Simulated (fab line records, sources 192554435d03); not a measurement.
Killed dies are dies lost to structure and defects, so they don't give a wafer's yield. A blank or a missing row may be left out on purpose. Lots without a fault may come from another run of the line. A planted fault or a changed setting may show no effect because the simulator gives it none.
fab line records | flow n5_finfet
record lots=24 wafers=72 last_day=17
route steps=1938 shown BEOL_M5@1127
lots that met no fault: from a run of the same line without faults
start_h: hours from the record's first day to the start of the lot's first wafer shown | wait_h: hours since the lot's step before | " the same as in the row above | L1.1+2: a row that stands for several wafers | - no value, or no start given | * or withheld: withheld | < > ~ a bound
route shown NAME@n: a module of which the file shows steps, and the number in the route of the first | usual: mean/standard deviation of fault-free wafers | same: alike in all rows | chamber/n: place in a boat | sites: the reading at each site | _std_site: their standard deviation | _edge_site: outer sites' mean less inner sites' | radius_mm: how far each site lies from the wafer's centre | mask NAME#n: copy n | behind: the tool/chamber that last shaped the wafer | hold: why the lot was held/for how many hours/how that ended | device: the transistor (n, p or np) that didn't switch | end of line: the same wafers' tests at the end of the route | a step without rows: its recipe alone | killed: dies lost to structure and defects at the first sort, not the wafer's yield | map: a wafer's dies, x killed, . not, _ none there
set.NAME: the setting as run; set.NAME@STEP: as run at that earlier step | model.NAME: the simulator's own value behind a step, which no gauge read
steps of the route over a sample of lots; a table a step, a row a wafer
services: from which hour (start_h, from the record's first day; less than 0 if before it) a tool's chamber was out of use, for how many hours, and why
## steps
# step N5_BEOL_M5_OVL_MEAS_12
# recipe points_per_wafer=522
# usual M5_OVL=-0.1/0.73
# columns lot.wafer tool chamber start_h wait_h M5_OVL[nm]
L074.1 overlay-01 0 171.34 0.0 -1.1
L074.2 " 0 " " -0.6
L074.3 " 0 " " -0.6
L075.1 overlay-02 0 178.88 0.0 -0.6
L075.2 " 0 " " -0.1
L075.4 " 0 " " -0.4
L076.1 overlay-02 0 183.14 0.0 -0.3
L076.2 " 0 " " 0.4
L076.4 " 0 " " 1.0
L077.1 overlay-02 0 190.73 0.0 -0.4
L077.5 " 0 " " -0.5
L077.6 " 0 " " -0.1
L078.1 overlay-01 0 191.03 0.0 -0.3
L078.2 " 0 " " 0.2
L078.3 " 0 " " -0.3
L079.1 overlay-01 0 192.74 0.0 1.3
L079.2 " 0 " " 0.5
L079.3 " 0 " " 0.3
L080.2 overlay-01 0 210.24 0.0 -1.1
L080.5 " 0 " " -0.3
L080.6 " 0 " " -1.0
L081.1 overlay-01 0 210.43 0.0 0.2
L081.2 " 0 " " 1.2
L081.6 " 0 " " 0.6
L082.2 overlay-01 0 217.80 0.0 -1.2
L082.5 " 0 " " -1.1
L082.6 " 0 " " -1.0
L083.1 overlay-02 0 226.73 0.0 0.2
L083.3 " 0 " " 1.1
L083.5 " 0 " " 1.3
L084.1 overlay-01 0 233.04 0.0 -0.9
L084.3 " 0 " " -2.0
L084.6 " 0 " " -0.1
L086.2 overlay-01 0 239.88 0.0 0.0
L086.5 " 0 " " -0.5
L086.6 " 0 " " -0.2
L085.3 overlay-01 0 240.05 0.0 0.0
L085.4 " 0 " " -0.7
L085.5 " 0 " " 0.6
L087.3 overlay-01 0 248.22 0.0 -0.5
L087.5 " 0 " " -0.6
L087.6 " 0 " " 0.4
L088.1 overlay-02 0 248.44 0.0 -0.5
L088.3 " 0 " " -0.5
L088.4 " 0 " " -0.6
L089.1 overlay-02 0 256.69 0.0 0.1
L089.3 " 0 " " 0.1
L089.6 " 0 " " 0.5
L091.1 overlay-01 0 270.83 0.0 -1.2
L091.5 " 0 " " 0.6
L091.6 " 0 " " -0.5
L090.1 overlay-02 0 276.76 0.0 -0.7
L090.3 " 0 " " 0.0
L090.5 " 0 " " 0.1
L092.1 overlay-01 0 280.90 0.0 -0.2
L092.2 " 0 " " 0.3
L092.3 " 0 " " -0.1
L093.1 overlay-01 0 283.82 0.0 0.9
L093.2 " 0 " " -0.5
L093.4 " 0 " " -0.2
L094.2 overlay-02 0 287.22 0.0 0.3
L094.4 " 0 " " -0.5
L094.6 " 0 " " -0.8
L096.2 overlay-02 0 299.87 0.0 -1.2
L096.4 " 0 " " -0.2
L096.6 " 0 " " 0.3
L095.1 overlay-02 0 307.00 0.0 0.7
L095.4 " 0 " " 0.7
L095.6 " 0 " " -0.3
L097.3 overlay-01 0 311.24 0.0 -0.6
L097.4 " 0 " " 0.1
L097.5 " 0 " " -0.2
# step N5_BEOL_M5_ETCH_62
# recipe chemistry=N2/H2 target=SOC target_depth_a=750 overetch_a=150 mask_material=SiARC temp_c=40 time_s=112.5 ion_energy_ev=200 pressure_mtorr=30 source_w=840 bias_w=150 n2_flow_sccm=200 h2_flow_sccm=200
# usual bias_w=150.0/0.42 drypump_motor_current_A=5.5/0.41 oes_product_au=0.61/0.057 rf_fwd_power_W=837.3/2.8 rf_vpp_V=524.6/2.3 showerhead_plenum_p_Torr=2.56/0.073 throttle_valve_pct=17.75/0.27
# columns lot.wafer tool chamber start_h wait_h bias_w drypump_motor_current_A oes_product_au rf_fwd_power_W rf_hours_counter_h rf_vpp_V showerhead_plenum_p_Torr throttle_valve_pct
L074.1 rie_diel-05 2 171.52 0.0 149.9 6.4 0.56 837.9 214 521.0 2.41 18.14
L074.2 " 0 " " 150.4 6.4 0.54 835.2 230 522.8 2.51 18.15
L074.3 " 3 " " 150.0 5.5 0.59 840.1 163 520.6 2.44 17.95
L075.1 rie_diel-02 3 179.17 0.0 149.6 5.8 0.59 834.9 173 526.6 2.63 17.71
L075.2 " 2 " " 150.1 5.2 0.61 840.3 161 524.5 2.54 18.00
L075.4 " 1 " " 149.5 5.4 0.68 837.6 34 525.6 2.59 17.55
L076.1 rie_diel-02 2 183.38 0.0 150.4 5.2 0.60 838.5 162 523.4 2.54 17.98
L076.2 " 1 " " 150.1 5.4 0.68 839.3 36 524.6 2.59 17.54
L076.4 " 3 " " 149.9 5.8 0.58 836.5 174 527.6 2.63 17.70
L077.1 rie_diel-02 3 190.90 0.0 150.0 5.7 0.59 834.8 176 526.6 2.63 17.70
L077.5 " 3 " " 149.8 5.8 0.59 840.4 - 526.2 2.63 17.70
L077.6 " 0 " " 150.2 5.9 0.71 835.0 - 529.2 2.69 17.18
L078.1 rie_diel-05 3 191.30 0.0 150.6 5.5 0.59 838.3 167 521.8 2.44 17.94
L078.2 " 2 " " 150.2 6.4 0.56 837.5 219 519.9 2.41 18.13
L078.3 " 1 " " 149.9 5.0 0.57 841.0 208 526.5 2.62 17.74
L079.1 rie_diel-03 2 192.92 0.0 150.3 4.8 0.75 835.0 10 525.1 2.60 17.68
L079.2 " 0 " " 149.4 5.5 0.63 834.6 100 524.8 2.57 17.77
L079.3 " 3 " " 149.8 5.3 0.56 841.7 199 523.0 2.52 17.78
L080.2 rie_diel-02 3 210.48 0.0 150.1 5.8 0.58 836.9 182 527.6 2.63 17.72
L080.5 " 1 " " 150.0 5.4 0.67 838.1 - 524.8 2.58 17.55
L080.6 " 2 " " 150.2 5.2 0.60 841.5 - 522.9 2.54 18.00
L081.1 rie_diel-02 1 210.75 0.0 149.6 5.4 0.68 836.1 44 525.6 2.58 17.55
L081.2 " 0 " " 150.0 5.9 0.71 842.2 38 528.8 2.69 17.16
L081.6 " 2 " " 150.8 5.2 0.60 838.0 - 523.2 2.54 18.01
L082.2 rie_diel-03 3 217.96 0.0 150.3 5.4 0.55 839.3 206 522.9 2.51 17.81
L082.5 " 1 " " 150.2 5.4 0.63 837.9 - 523.7 2.55 17.58
L082.6 " 2 " " 150.0 4.8 0.74 835.0 - 526.0 2.60 17.66
L083.1 rie_diel-05 3 226.90 0.0 150.0 5.5 0.58 842.8 178 520.3 2.43 17.95
L083.3 " 1 " " 149.7 5.0 0.56 833.8 221 525.3 2.62 17.77
L083.5 " 0 " " 150.4 6.4 0.53 835.3 - 522.1 2.50 18.20
L084.1 rie_diel-02 0 233.21 0.0 149.5 5.9 0.69 834.3 47 529.1 2.69 17.19
L084.3 " 1 " " 149.7 5.4 0.66 840.2 51 525.4 2.58 17.57
L084.6 " 2 " " 150.4 5.2 0.59 838.7 - 525.0 2.53 18.02
L086.2 rie_diel-05 3 240.08 0.0 149.9 5.5 0.58 836.4 182 519.5 2.43 17.98
L086.5 " 2 " " 150.0 6.4 0.54 839.8 - 520.9 2.41 18.19
L086.6 " 3 " " 149.4 5.5 0.58 837.0 - 520.5 2.43 17.97
L085.3 rie_diel-02 0 240.21 0.0 148.9 5.9 0.69 837.6 49 527.7 2.69 17.19
L085.4 " 2 " " 149.4 5.2 0.59 843.6 180 524.5 2.53 18.02
L085.5 " 3 " " 150.1 5.8 0.58 839.8 - 526.8 2.62 17.74
L087.3 rie_diel-05 3 249.38 0.0 150.3 5.5 0.58 835.8 186 521.6 2.43 17.98
L087.5 " 3 " " 150.1 5.5 0.58 832.2 - 520.7 2.43 17.98
L087.6 " 2 " " 149.2 6.3 0.54 837.1 - 520.1 2.40 18.18
L088.1 rie_diel-03 0 249.44 0.0 149.7 5.6 0.62 838.3 117 524.2 2.56 17.80
L088.3 " 1 " " 150.4 5.4 0.62 834.3 125 525.4 2.55 17.61
L088.4 " 1 " " 150.4 5.4 0.62 833.7 - 525.6 2.55 17.61
L089.1 rie_diel-03 3 256.98 0.0 150.3 5.4 0.55 839.4 221 524.2 2.51 17.83
L089.3 " 0 " " 149.6 5.5 0.62 837.3 122 524.5 2.56 17.82
L089.6 " 2 " " 149.8 4.8 0.72 830.1 - 525.0 2.60 17.69
L091.1 rie_diel-02 0 272.11 0.0 150.0 5.9 0.69 837.7 50 528.0 2.68 17.20
L091.5 " 0 " " 150.4 5.9 0.68 838.7 - 526.5 2.68 17.20
L091.6 " 3 " " 150.1 5.8 0.57 838.3 - 526.6 2.62 17.71
L090.1 rie_diel-02 1 277.48 0.0 149.5 5.4 0.67 841.3 56 524.4 2.58 17.58
L090.3 " 2 " " 150.3 5.2 0.59 836.9 183 523.9 2.53 18.02
L090.5 " 3 " " 149.9 5.9 0.58 838.5 - 527.3 2.62 17.73
L092.1 rie_diel-03 0 281.09 0.0 150.1 5.5 0.61 837.0 132 523.3 2.55 17.82
L092.2 " 2 " " 150.3 4.8 0.70 835.8 36 523.9 2.59 17.71
L092.3 " 1 " " 150.2 5.4 0.62 836.9 139 523.9 2.54 17.63
L093.1 rie_diel-03 1 284.05 0.0 150.1 5.5 0.61 837.3 140 523.2 2.54 17.64
L093.2 " 0 " " 150.3 5.6 0.60 837.1 133 522.6 2.55 17.81
L093.4 " 2 " " 150.2 4.9 0.69 831.6 38 526.6 2.59 17.71
L094.2 rie_diel-03 0 287.76 0.0 150.8 5.5 0.62 839.0 135 522.4 2.55 17.83
L094.4 " 1 " " 149.5 5.4 0.62 837.9 141 524.6 2.54 17.64
L094.6 " 0 " " 150.3 5.5 0.62 840.1 - 524.1 2.55 17.83
L096.2 rie_diel-02 0 300.04 0.0 150.8 5.9 0.68 837.0 60 528.5 2.68 17.21
L096.4 " 0 " " 150.3 5.9 0.69 834.5 - 527.4 2.68 17.20
L096.6 " 3 " " 150.9 5.8 0.57 834.8 - 526.9 2.62 17.74
L095.1 rie_diel-03 2 307.37 0.0 149.3 4.8 0.68 834.8 45 526.0 2.59 17.71
L095.4 " 1 " " 150.6 5.5 0.61 837.1 148 523.7 2.54 17.65
L095.6 " 3 " " 150.5 5.3 0.54 841.4 - 523.0 2.50 17.88
L097.3 rie_diel-02 1 311.40 0.0 149.9 5.4 0.65 837.1 64 524.0 2.58 17.59
L097.4 " 0 " " 150.8 5.9 0.69 842.4 64 527.2 2.68 17.21
L097.5 " 0 " " 150.2 5.9 0.68 839.1 - 527.4 2.68 17.21
# step N5_BEOL_M5_ETCH_41
# recipe chemistry=CH3F/O2 target=SiCN target_depth_a=315 taper_deg=2 time_s=56.7 ion_energy_ev=120 mask_material=TiN pressure_mtorr=30 source_w=395 bias_w=75 Ar_flow_sccm=150 CH3F_flow_sccm=30 O2_flow_sccm=20
# usual O2_flow_sccm=20.00/0.058 bias_w=75.00/0.22 drypump_motor_current_A=5.5/0.48 mfc_ar_sccm=150.0/0.43 oes_product_au=0.77/0.088 rf_fwd_power_W=391.4/1.7 rf_vpp_V=297.3/1.4 showerhead_plenum_p_Torr=2.00/0.059 throttle_valve_pct=16.33/0.21
# columns lot.wafer tool chamber start_h wait_h O2_flow_sccm bias_w drypump_motor_current_A mfc_ar_sccm oes_product_au rf_fwd_power_W rf_hours_counter_h rf_vpp_V showerhead_plenum_p_Torr throttle_valve_pct
L074.1 rie_diel-05 2 - - 19.93 75.35 6.4 148.9 0.69 389.4 215 295.6 1.89 16.59
L074.2 " 1 " " 20.11 75.26 5.0 150.2 0.72 391.1 204 298.5 2.06 16.23
L074.3 " 3 " " 19.92 75.33 5.5 149.7 0.75 391.4 164 293.8 1.92 16.48
L075.1 rie_diel-05 2 - - 20.00 74.65 6.4 149.8 0.69 389.2 217 295.9 1.89 16.60
L075.2 " 3 " " 20.04 75.20 5.5 149.7 0.74 391.6 165 295.4 1.92 16.48
L075.4 " 1 " " 20.02 75.12 5.0 149.2 0.71 391.3 206 298.8 2.06 16.25
L076.1 rie_diel-03 1 - - 20.08 74.69 5.4 149.8 0.80 393.6 108 297.7 2.02 16.19
L076.2 " 2 " " 19.90 75.19 4.8 150.2 0.95 390.2 8 296.2 2.05 16.17
L076.4 " 3 " " 20.01 75.44 5.3 149.7 0.70 394.4 197 297.3 1.99 16.37
L077.1 rie_diel-03 1 - - 20.00 75.01 5.4 149.8 0.80 393.3 109 297.3 2.02 16.19
L077.5 " 1 " " 20.04 75.27 5.4 150.3 0.80 392.8 - 296.4 2.02 16.20
L077.6 " 2 " " 20.05 75.60 4.8 149.2 0.95 389.3 - 298.3 2.05 16.17
L078.1 rie_diel-05 0 - - 19.99 75.28 6.5 149.7 0.67 390.6 236 297.9 1.97 16.73
L078.2 " 3 " " 19.96 74.97 5.5 150.3 0.75 391.7 168 296.7 1.92 16.48
L078.3 " 2 " " 20.03 74.87 6.3 150.2 0.69 390.9 220 296.2 1.89 16.61
L079.1 rie_diel-03 2 - - 20.18 75.07 4.8 149.4 0.95 389.6 10 298.8 2.05 16.18
L079.2 " 3 " " 20.11 75.04 5.3 150.3 0.70 394.1 199 297.1 1.99 16.39
L079.3 " 1 " " 19.99 75.56 5.4 150.1 0.80 390.8 110 299.7 2.02 16.19
L080.2 rie_diel-05 1 - - 20.04 74.91 5.0 150.3 0.70 390.7 215 298.7 2.06 16.26
L080.5 " 0 " " 20.03 74.62 6.4 150.5 0.68 388.5 - 297.1 1.97 16.73
L080.6 " 1 " " 19.99 74.91 5.0 150.0 0.71 391.0 - 297.3 2.06 16.28
L081.1 rie_diel-02 0 - - 20.01 74.90 5.9 149.7 0.88 393.3 38 298.6 2.12 15.82
L081.2 " 2 " " 20.08 75.02 5.2 149.1 0.75 392.8 172 296.8 1.99 16.43
L081.6 " 3 " " 19.99 74.94 5.8 150.0 0.72 389.3 - 298.6 2.08 16.40
L082.2 rie_diel-03 2 - - 20.04 74.87 4.8 149.2 0.93 391.6 17 300.4 2.05 16.17
L082.5 " 1 " " 20.07 75.04 5.4 149.5 0.79 390.9 - 298.0 2.02 16.23
L082.6 " 0 " " 20.13 75.28 5.5 149.4 0.79 392.8 - 297.7 2.01 16.16
L083.1 rie_diel-02 3 - - 20.03 74.57 5.8 149.8 0.73 390.0 188 297.9 2.07 16.40
L083.3 " 0 " " 20.00 75.27 5.9 149.5 0.90 391.1 45 300.4 2.12 15.83
L083.5 " 1 " " 19.98 75.37 5.4 150.1 0.84 392.2 - 298.1 2.03 16.02
L084.1 rie_diel-03 2 - - 20.00 74.70 4.8 150.3 0.91 387.3 22 298.0 2.05 16.20
L084.3 " 0 " " 20.07 74.77 5.5 150.6 0.80 393.1 112 297.5 2.00 16.18
L084.6 " 2 " " 19.99 74.98 4.8 149.7 0.92 390.5 - 298.3 2.05 16.17
L086.2 rie_diel-02 2 - - 20.05 75.12 5.2 149.9 0.75 394.7 180 295.8 1.98 16.43
L086.5 " 0 " " 20.09 75.19 5.9 149.8 0.89 393.6 - 299.9 2.11 15.82
L086.6 " 3 " " 19.98 75.01 5.7 150.0 0.73 392.0 - 299.1 2.07 16.42
L085.3 rie_diel-03 0 - - 19.98 75.09 5.5 150.8 0.79 393.0 115 297.8 2.00 16.20
L085.4 " 2 " " 19.96 75.39 4.8 149.7 0.90 389.4 25 298.4 2.05 16.21
L085.5 " 2 " " 20.05 75.23 4.8 149.7 0.91 391.3 - 299.4 2.05 16.21
L088.1 rie_diel-05 2 - - 19.98 74.43 6.3 149.6 0.68 390.4 241 295.1 1.89 16.65
L088.3 " 1 " " 19.91 75.18 5.0 149.8 0.69 391.1 231 297.5 2.05 16.29
L088.4 " 3 " " 20.06 75.07 5.5 149.2 0.73 392.0 - 295.6 1.91 16.51
L087.3 rie_diel-05 2 - - 20.07 74.71 6.4 150.1 0.68 388.6 241 294.9 1.89 16.66
L087.5 " 2 " " 19.99 74.87 6.4 149.9 0.68 389.2 - 296.0 1.89 16.65
L087.6 " 3 " " 19.97 74.94 5.5 150.5 0.73 391.0 - 296.5 1.91 16.52
L089.1 rie_diel-05 3 - - 20.06 75.23 5.5 150.3 0.73 390.5 192 295.2 1.91 16.53
L089.3 " 0 " " 19.99 74.93 6.4 150.1 1.01 390.2 1 297.1 1.97 16.27
L089.6 " 3 " " 19.97 75.35 5.5 150.2 0.73 390.1 - 295.5 1.91 16.52
L091.1 rie_diel-03 1 - - 19.94 74.94 5.4 149.7 0.77 388.5 136 298.3 2.01 16.27
L091.5 " 0 " " 20.01 75.41 5.5 150.5 0.78 391.8 - 298.5 2.00 16.22
L091.6 " 1 " " 19.97 75.14 5.4 149.8 0.78 389.7 - 296.9 2.01 16.25
L090.1 rie_diel-05 0 - - 19.94 74.81 6.5 149.5 0.95 388.7 12 296.0 1.97 16.30
L090.3 " 3 " " 19.92 74.99 5.5 149.4 0.72 391.0 - 295.5 1.91 16.57
L090.5 " 3 " " 19.95 75.05 5.5 149.8 0.72 393.0 - 294.7 1.91 16.56
L092.1 rie_diel-03 1 - - 19.95 74.85 5.4 150.1 0.78 392.5 140 297.2 2.01 16.27
L092.2 " 3 " " 20.02 74.68 5.4 150.1 0.67 393.9 232 296.5 1.98 16.44
L092.3 " 0 " " 19.98 75.03 5.5 150.5 0.77 389.0 133 298.3 2.00 16.24
L093.1 rie_diel-02 3 - - 19.95 75.05 5.8 149.8 0.71 388.8 199 299.0 2.07 16.43
L093.2 " 1 " " 20.00 75.05 5.4 150.4 0.84 394.8 59 299.1 2.02 16.04
L093.4 " 2 " " 19.93 75.28 5.2 150.9 0.73 393.6 186 298.5 1.98 16.46
L094.2 rie_diel-05 1 - - 20.07 74.90 5.0 150.5 0.69 393.2 242 297.5 2.05 16.32
L094.4 " 3 " " 19.94 75.11 5.5 149.9 0.71 391.5 - 295.9 1.91 16.57
L094.6 " 1 " " 19.95 74.67 5.0 150.5 0.68 391.7 - 297.8 2.05 16.31
L096.2 rie_diel-03 2 - - 19.98 74.82 4.8 149.8 0.88 389.5 44 298.0 2.04 16.25
L096.4 " 0 " " 20.00 75.00 5.5 150.2 0.76 393.5 139 298.2 2.00 16.22
L096.6 " 2 " " 20.00 74.92 4.8 150.1 0.87 390.3 - 298.5 2.04 16.24
L095.1 rie_diel-02 0 - - 20.04 75.13 5.9 149.8 0.87 391.9 64 298.7 2.11 15.85
L095.4 " 2 " " 20.06 74.96 5.2 150.1 0.73 392.5 - 296.9 1.98 16.47
L095.6 " 3 " " 20.09 74.66 5.8 150.3 0.72 391.4 - 297.2 2.07 16.43
L097.3 rie_diel-03 1 - - 19.93 74.98 5.4 150.2 0.77 392.1 151 296.4 2.01 16.28
L097.4 " 3 " " 20.05 74.58 5.4 150.4 0.67 393.7 - 297.8 1.98 16.45
L097.5 " 2 " " 20.03 74.82 4.8 149.6 0.87 389.2 - 297.9 2.04 16.24
# step N5_BEOL_M5_SURFACE_TREAT_87
# recipe gas=Ar time_s=* ion_energy_ev=* ion_current_ma_cm2=0.5 pressure_mtorr=* ar_flow_sccm=30
# usual pressure_mtorr=* throttle_valve_pct=*
# columns lot.wafer tool chamber start_h wait_h pressure_mtorr throttle_valve_pct
L074.1 pvd_sputter-01 - 177.64 0.2 * *
L074.2 " - " " * *
L074.3 " - " " * *
L075.1 pvd_sputter-02 - 183.55 0.2 * *
L075.2 " - " " * *
L075.4 " - " " * *
L076.1 pvd_sputter-01 - 186.83 0.2 * *
L076.2 " - " " * *
L076.4 " - " " * *
L077.1 pvd_sputter-03 - 194.31 0.1 * *
L077.5 " - " " * *
L077.6 " - " " * *
L078.1 pvd_sputter-01 - 195.23 0.1 * *
L078.2 " - " " * *
L078.3 " - " " * *
L079.1 pvd_sputter-01 - 195.35 0.2 * *
L079.2 " - " " * *
L079.3 " - " " * *
L080.2 pvd_sputter-02 - 214.00 0.2 * *
L080.5 " - " " * *
L080.6 " - " " * *
L081.1 pvd_sputter-02 - 214.26 0.2 * *
L081.2 " - " " * *
L081.6 " - " " * *
L082.2 pvd_sputter-02 - 221.91 1.3 * *
L082.5 " - " " * *
L082.6 " - " " * *
L083.1 pvd_sputter-02 - 232.61 0.2 * *
L083.3 " - " " * *
L083.5 " - " " * *
L084.1 pvd_sputter-01 - 236.98 0.2 * *
L084.3 " - " " * *
L084.6 " - " " * *
L086.2 pvd_sputter-01 - 243.89 0.2 * *
L086.5 " - " " * *
L086.6 " - " " * *
L085.3 pvd_sputter-03 - 243.93 0.2 * *
L085.4 " - " " * *
L085.5 " - " " * *
L088.1 pvd_sputter-01 - 252.41 0.1 * *
L088.3 " - " " * *
L088.4 " - " " * *
L087.3 pvd_sputter-01 - 252.62 0.1 * *
L087.5 " - " " * *
L087.6 " - " " * *
L089.1 pvd_sputter-03 - 260.95 0.4 * *
L089.3 " - " " * *
L089.6 " - " " * *
L091.1 pvd_sputter-02 - 276.30 0.2 * *
L091.5 " - " " * *
L091.6 " - " " * *
L090.1 pvd_sputter-02 - 284.85 0.1 * *
L090.3 " - " " * *
L090.5 " - " " * *
L092.1 pvd_sputter-01 - 286.23 1.1 * *
L092.2 " - " " * *
L092.3 " - " " * *
L093.1 pvd_sputter-01 - 289.00 0.1 * *
L093.2 " - " " * *
L093.4 " - " " * *
L094.2 pvd_sputter-01 - 290.98 0.3 * *
L094.4 " - " " * *
L094.6 " - " " * *
L096.2 pvd_sputter-02 - 303.33 0.2 * *
L096.4 " - " " * *
L096.6 " - " " * *
L095.1 pvd_sputter-01 - 311.13 0.2 * *
L095.4 " - " " * *
L095.6 " - " " * *
L097.3 pvd_sputter-03 - 315.46 0.2 * *
L097.4 " - " " * *
L097.5 " - " " * *
# step N5_BEOL_M5_SPUTTER_81
# recipe material=Cu target_thk_a=150 temp_c=-20 chamber_pressure_pa=0.07 power_w=withheld time_s=27.62
# usual throttle_valve_pct=29.8/1.1
# columns lot.wafer tool chamber start_h wait_h throttle_valve_pct
L074.1 pvd_sputter-01 - 179.12 0.5 29.5
L074.2 " - " " 30.5
L074.3 " - " " 29.9
L075.1 pvd_sputter-03 - 186.51 0.5 29.6
L075.2 " - " " 28.9
L075.4 " - " " 28.5
L076.1 pvd_sputter-02 - 188.14 0.5 30.7
L076.2 " - " " 29.0
L076.4 " - " " 28.6
L077.1 pvd_sputter-02 - 195.63 0.5 31.4
L077.5 " - " " 28.9
L077.6 " - " " 30.2
L078.1 pvd_sputter-03 - 196.65 0.5 31.2
L078.2 " - " " 29.9
L078.3 " - " " 28.1
L079.1 pvd_sputter-01 - 196.72 0.5 30.5
L079.2 " - " " 29.5
L079.3 " - " " 30.8
L080.2 pvd_sputter-02 - 215.47 0.5 28.5
L080.5 " - " " 30.3
L080.6 " - " " 29.2
L081.1 pvd_sputter-03 - 216.80 0.5 29.7
L081.2 " - " " 28.1
L081.6 " - " " 30.2
L082.2 pvd_sputter-03 - 223.35 0.5 31.5
L082.5 " - " " 29.6
L082.6 " - " " 28.5
L083.1 pvd_sputter-02 - 234.00 0.5 31.9
L083.3 " - " " 28.9
L083.5 " - " " 30.2
L084.1 pvd_sputter-03 - 238.31 0.5 29.8
L084.3 " - " " 28.4
L084.6 " - " " 28.6
L086.2 pvd_sputter-03 - 245.33 0.5 31.5
L086.5 " - " " 28.8
L086.6 " - " " 31.4
L085.3 pvd_sputter-02 - 245.38 0.5 28.9
L085.4 " - " " 31.4
L085.5 " - " " 29.1
L088.1 pvd_sputter-03 - 253.73 0.5 30.1
L088.3 " - " " 28.6
L088.4 " - " " 31.4
L087.3 pvd_sputter-02 - 254.68 0.5 31.8
L087.5 " - " " 29.0
L087.6 " - " " 28.6
L089.1 pvd_sputter-02 - 262.71 0.5 29.0
L089.3 " - " " 32.0
L089.6 " - " " 30.2
L091.1 pvd_sputter-02 - 277.62 0.5 31.5
L091.5 " - " " 28.9
L091.6 " - " " 31.7
L090.1 pvd_sputter-02 - 286.16 0.5 30.3
L090.3 " - " " 28.8
L090.5 " - " " 30.6
L092.1 pvd_sputter-03 - 287.60 0.5 31.3
L092.2 " - " " 28.5
L092.3 " - " " 28.2
L093.1 pvd_sputter-02 - 290.59 0.5 28.9
L093.2 " - " " 29.1
L093.4 " - " " 31.9
L094.2 pvd_sputter-03 - 292.34 0.5 28.1
L094.4 " - " " 28.8
L094.6 " - " " 31.4
L096.2 pvd_sputter-02 - 304.65 0.5 28.8
L096.4 " - " " 31.5
L096.6 " - " " 29.0
L095.1 pvd_sputter-01 - 312.57 0.5 30.5
L095.4 " - " " 30.8
L095.6 " - " " 30.1
L097.3 pvd_sputter-02 - 316.77 0.5 31.5
L097.4 " - " " 28.8
L097.5 " - " " 28.9
# step N5_BEOL_M5_ANNEAL_82
# recipe temp_c=400 time_s=1800 ambient=vacuum
# usual heater_power_w=872/120
# columns lot.wafer tool chamber start_h wait_h heater_power_w
L074.1 pvd_sputter-01 - 179.21 0.0 737
L074.2 " - " " 932
L074.3 " - " " 880
L075.1 pvd_sputter-03 - 186.59 0.0 1139
L075.2 " - " " 730
L075.4 " - " " 884
L076.1 pvd_sputter-02 - 188.22 0.0 929
L076.2 " - " " 894
L076.4 " - " " 771
L077.1 pvd_sputter-02 - 195.71 0.0 843
L077.5 " - " " 907
L077.6 " - " " 963
L078.1 pvd_sputter-03 - 196.73 0.0 764
L078.2 " - " " 1157
L078.3 " - " " 866
L079.1 pvd_sputter-01 - 196.80 0.0 934
L079.2 " - " " 753
L079.3 " - " " 800
L080.2 pvd_sputter-02 - 215.55 0.0 898
L080.5 " - " " 937
L080.6 " - " " 875
L081.1 pvd_sputter-03 - 216.88 0.0 1150
L081.2 " - " " 872
L081.6 " - " " 1156
L082.2 pvd_sputter-03 - 223.43 0.0 766
L082.5 " - " " 1180
L082.6 " - " " 743
L083.1 pvd_sputter-02 - 234.08 0.0 882
L083.3 " - " " 772
L083.5 " - " " 935
L084.1 pvd_sputter-03 - 238.39 0.0 1156
L084.3 " - " " 727
L084.6 " - " " 756
L086.2 pvd_sputter-03 - 245.41 0.0 778
L086.5 " - " " 715
L086.6 " - " " 768
L085.3 pvd_sputter-02 - 245.46 0.0 773
L085.4 " - " " 879
L085.5 " - " " 785
L088.1 pvd_sputter-03 - 253.81 0.0 1134
L088.3 " - " " 733
L088.4 " - " " 760
L087.3 pvd_sputter-02 - 254.76 0.0 859
L087.5 " - " " 764
L087.6 " - " " 899
L089.1 pvd_sputter-02 - 262.79 0.0 887
L089.3 " - " " 874
L089.6 " - " " 962
L091.1 pvd_sputter-02 - 277.70 0.0 878
L091.5 " - " " 763
L091.6 " - " " 875
L090.1 pvd_sputter-02 - 286.24 0.0 972
L090.3 " - " " 773
L090.5 " - " " 952
L092.1 pvd_sputter-03 - 287.68 0.0 772
L092.2 " - " " 721
L092.3 " - " " 862
L093.1 pvd_sputter-02 - 290.67 0.0 901
L093.2 " - " " 768
L093.4 " - " " 867
L094.2 pvd_sputter-03 - 292.42 0.0 872
L094.4 " - " " 731
L094.6 " - " " 763
L096.2 pvd_sputter-02 - 304.73 0.0 908
L096.4 " - " " 882
L096.6 " - " " 896
L095.1 pvd_sputter-01 - 312.65 0.0 931
L095.4 " - " " 815
L095.6 " - " " 865
L097.3 pvd_sputter-02 - 316.85 0.0 867
L097.4 " - " " 780
L097.5 " - " " 769
## services
# columns tool chamber start_h hours kind
rie_diel-03 1 149.89 4.6 repair
rie_diel-05 0 215.24 3.8 repair
rie_diel-05 0 241.21 - clean
rie_diel-05 0 241.21 - consumable_replace:focus_ring
rie_diel-05 0 241.21 16.2 scheduled_down
rie_diel-05 0 241.21 16.2 vent_cycle
rie_diel-02 - 243.38 28.1 pm
rie_diel-05 - 253.86 0.2 repair
rie_diel-05 2 270.57 - clean
rie_diel-05 2 270.57 - consumable_replace:focus_ring
rie_diel-05 2 270.57 - consumable_replace:showerhead
rie_diel-05 2 270.57 31.4 scheduled_down
rie_diel-05 2 270.57 31.4 vent_cycle
rie_diel-02 3 290.29 7.6 repair
rie_diel-02 1 297.44 11.5 repair
rie_diel-03 0 312.23 12.7 repair
rie_diel-05 1 313.46 - clean
rie_diel-05 1 313.46 - consumable_replace:focus_ring
rie_diel-05 1 313.46 15.3 scheduled_down
rie_diel-05 1 313.46 15.3 vent_cycle
## key
fault none
